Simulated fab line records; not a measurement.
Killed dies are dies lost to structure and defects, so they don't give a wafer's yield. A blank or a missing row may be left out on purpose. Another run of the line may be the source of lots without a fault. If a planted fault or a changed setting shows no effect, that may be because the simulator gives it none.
Lot-split experiment    flow n5-finfet    7 lots, 21 wafers read, on a route of 1938 steps

## THE SPLIT ITSELF
At N5_BEOL_M6_ETCH_66 (etches SOC in N2/H2, target depth 80 nm, overetch 16 nm, time 120 s), the setting bias-w was moved away from the recipe's 150 W on 9 of the 21 wafers read, by -14.1% to +13.7%. All remaining wafers had this setting at the recipe value.

The reading is taken at the split's own step.

## THE READING
rf-vpp-V, in V, at N5_BEOL_M6_ETCH_66 (etches SOC in N2/H2, target depth 80 nm, overetch 16 nm, time 120 s). On this fab line, fault-free wafers typically give 523.7 V with a standard deviation of 1.8 V.

wafer   tool, chamber at the split  bias-w as run, W  against the recipe  rf-vpp-V, V  against lot-mates on the recipe
L075.1  rie-diel-03, 0              164               +9.3%               554.3        +28.6
L075.2  rie-diel-03, 2              150               recipe              525.7        -
L075.3  rie-diel-03, 3              164               +9.3%               555.3        +29.6
L079.1  rie-diel-03, 0              150               recipe              524.0        -
L079.2  rie-diel-03, 1              170.6             +13.7%              569.2        +45.0
L079.5  rie-diel-03, 3              150               recipe              524.5        -
L081.3  rie-diel-05, 2              163.7             +9.1%               554.3        no lot-mate on the recipe
L081.5  rie-diel-05, 0              163.7             +9.1%               550.6        no lot-mate on the recipe
L081.6  rie-diel-05, 2              163.7             +9.1%               554.4        no lot-mate on the recipe
L086.2  rie-diel-04, 2              150               recipe              522.8        -
L086.4  rie-diel-04, 3              132.8             -11.5%              486.6        -36.3
L086.6  rie-diel-04, 1              150               recipe              523.0        -
L091.3  rie-diel-03, 2              150               recipe              525.6        -
L091.4  rie-diel-03, 1              150               recipe              525.1        -
L091.6  rie-diel-03, 2              150               recipe              525.5        -
L090.4  rie-diel-03, 3              128.8             -14.1%              475.9        -49.3
L090.5  rie-diel-03, 0              128.8             -14.1%              474.4        -50.8
L090.6  rie-diel-03, 1              150               recipe              525.2        -
L097.1  rie-diel-05, 0              150               recipe              520.1        -
L097.2  rie-diel-05, 1              150               recipe              525.4        -
L097.4  rie-diel-05, 3              150               recipe              522.0        -

THE FIT
A straight line over all 21 wafers: rf-vpp-V changes by +3.33 V for each +1% of bias-w; r = +1.00; the points scatter about the line by 1.7 V.
The same after taking each lot's own level away (the mean of its wafers on the recipe; 18 wafers): +3.34 V for each +1%; r = +1.00; scatter 1.6 V.
According to that fit, moving bias-w by its largest amount changes the reading by 47 V.
The span of the lots' own levels, 522.50 to 525.70 V, comes to 1.8 times the standard deviation stated above.
The two slopes are in agreement: the lot-to-lot level therefore moves the slope only a little.
Check: with one of the wafers moved furthest among these (-14.1%) left out of the fit, the line predicts -47.2 V for it against its lot-mates. It came out at -49.3 V against them.
Tool readings at the split's step, against how far the setting was moved: rf-vpp-V r = +1.00.

## THE FILE'S OWN FIT
rf-vpp-V changes by +3.31 V for each +1% of bias-w, r = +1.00.
